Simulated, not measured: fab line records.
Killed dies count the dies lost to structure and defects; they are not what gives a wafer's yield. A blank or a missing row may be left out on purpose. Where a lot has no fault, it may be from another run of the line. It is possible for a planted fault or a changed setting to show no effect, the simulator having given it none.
Which tool is to blame? | flow nand-harc | 11 lots, 33 wafers sampled, at 2 steps of a route of 1159

WHAT THE GAUGES SHOWED, per wafer
NHARC_A_M0_CD_MEAS_09 targets a cd of 80 nm.
lot  | measured     | on        | cd-nm (nm)
L182 | day 17 16:04 | cd-sem-01 | 80.2 79.2 79.7
L187 | day 19 04:12 | cd-sem-03 | 79.8 79.1 79.2
L192 | day 20 06:58 | cd-sem-03 | 76.8 76.8 75.6
L195 | day 21 02:34 | cd-sem-01 | 77.9 76.9 76.7
L196 | day 21 16:55 | cd-sem-03 | 78.4 77.6 77.5
L199 | day 21 21:22 | cd-sem-02 | 80.1 79.9 80.6
L200 | day 22 01:08 | cd-sem-03 | 80.5 80.0 79.4
L201 | day 22 01:17 | cd-sem-01 | 79.9 79.7 79.3
L204 | day 22 10:58 | cd-sem-02 | 79.6 79.7 80.0
L203 | day 22 22:40 | cd-sem-02 | 79.8 80.4 79.9
L202 | day 23 09:55 | cd-sem-03 | 80.4 80.0 80.1

WHAT TOOL EACH LOT RAN ON (gives the tool, then ch and the chambers of the sampled wafers, and finally the start)
lot  | NHARC_A_M0_EXPOSE_06
L182 | arfi-scanner-02 ch 0, day 17 15:55
L187 | arfi-scanner-02 ch 0, day 19 04:04
L192 | arfi-scanner-02 ch 0, day 20 06:49
L195 | arfi-scanner-02 ch 0, day 21 02:25
L196 | arfi-scanner-02 ch 0, day 21 16:47
L199 | arfi-scanner-01 ch 0, day 21 21:14
L200 | arfi-scanner-03 ch 0, day 22 01:00
L201 | arfi-scanner-01 ch 0, day 22 01:10
L204 | arfi-scanner-03 ch 0, day 22 10:50
L203 | arfi-scanner-01 ch 0, day 22 22:32
L202 | arfi-scanner-01 ch 0, day 23 09:47
- NHARC_A_M0_EXPOSE_06: exposes mask A M0, target cd 80 nm.

THE ANSWER, worked out from the rows above alone
Rule: what is usual is taken from the lots themselves. The widest of any qualifying gaps counts: lots, ordered by their means at a reading, are off when they make up no more than a third of the lots, leave a main group of 4 or more, and stand apart from it by 3 or more times the standard deviation of that group's means. A main group is skipped when, at the precision printed for the reading in the tables above, its means are all equal. A lot without any number at a reading at which 4 lots or more have one is off too. Any other lot the step has rows for is counted as sound.
Off, at NHARC_A_M0_CD_MEAS_09 on cd-nm: L192, L195, L196. Mean 79.9 nm and standard deviation 0.27 in the main group.
A tool fits if, at a process step before that reading, it ran every lot that is off, and no sound lot after the first of them. The gauges at NHARC_A_M0_CD_MEAS_09 are tried like those tools. One fits: NHARC_A_M0_EXPOSE_06 on arfi-scanner-02. Its last sound lot is L187 (day 19 04:04), its first lot that is off L192 (day 20 06:49): a fault that began between those two fits.

WHAT THE SIMULATOR PUT IN
Drift in process parameters on arfi-scanner-02 at NHARC_A_M0_EXPOSE_06, starting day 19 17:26. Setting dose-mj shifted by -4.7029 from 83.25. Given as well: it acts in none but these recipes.
Shown lots that were struck: L192, L195, L196. Same finding as the rule above.
